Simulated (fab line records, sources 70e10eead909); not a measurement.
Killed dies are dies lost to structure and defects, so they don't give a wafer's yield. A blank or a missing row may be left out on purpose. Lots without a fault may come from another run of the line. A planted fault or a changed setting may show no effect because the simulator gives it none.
Chamber matching | flow nand_harc | NHARC_A_WL_FILL_ALD_10 on ald_hk-03: 4 sister chambers
The step deposits SiO2, target thk 50 nm, pulse time 10 s, ald cycles 500. 4 wafers are shown with their chamber, then 8 later ones without.

WAFERS WITH THEIR CHAMBER
wafer  | chamber | heater_power_w (W)
L082.2 | 1       | 504
L082.1 | 0       | 482
L082.5 | 2       | 479
L086.1 | 3       | 429

WAFERS WITHOUT THEIR CHAMBER
wafer  | heater_power_w (W)
L086.3 | 497
L086.5 | 494
L090.1 | 480
L090.3 | 526
L090.5 | 483
L092.4 | 498
L092.1 | 496
L092.3 | 471

WHICH CHAMBER EACH WENT THROUGH
wafer  | from the rows above          | in truth
L086.3 | can't be placed: 1 or 0 or 2 | 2
L086.5 | can't be placed: 1 or 0 or 2 | 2
L090.1 | can't be placed: 2 or 0      | 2
L090.3 | 1                            | 1
L090.5 | can't be placed: 0 or 2      | 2
L092.4 | can't be placed: 1 or 0 or 2 | 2
L092.1 | can't be placed: 1 or 0 or 2 | 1
L092.3 | can't be placed: 2 or 0      | 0
Placed correctly: 1 of 8. Can't be placed from these rows: 7 (the true chamber is among the candidates in 7). Placed wrongly: 0.
How it was worked out, from the rows above alone: a wafer's distance from a chamber is the root of the sum, over the readings, of the square of ((its reading less the chamber's mean) divided by the reading's scatter). The wafer belongs to the nearest chamber; if the next one is less than 2 further off, it can't be placed. A chamber's mean is the mean of its shown wafers. The scatter: with one shown wafer a chamber, the root of the mean of the squares of how far each hidden wafer lies from its nearest shown one.
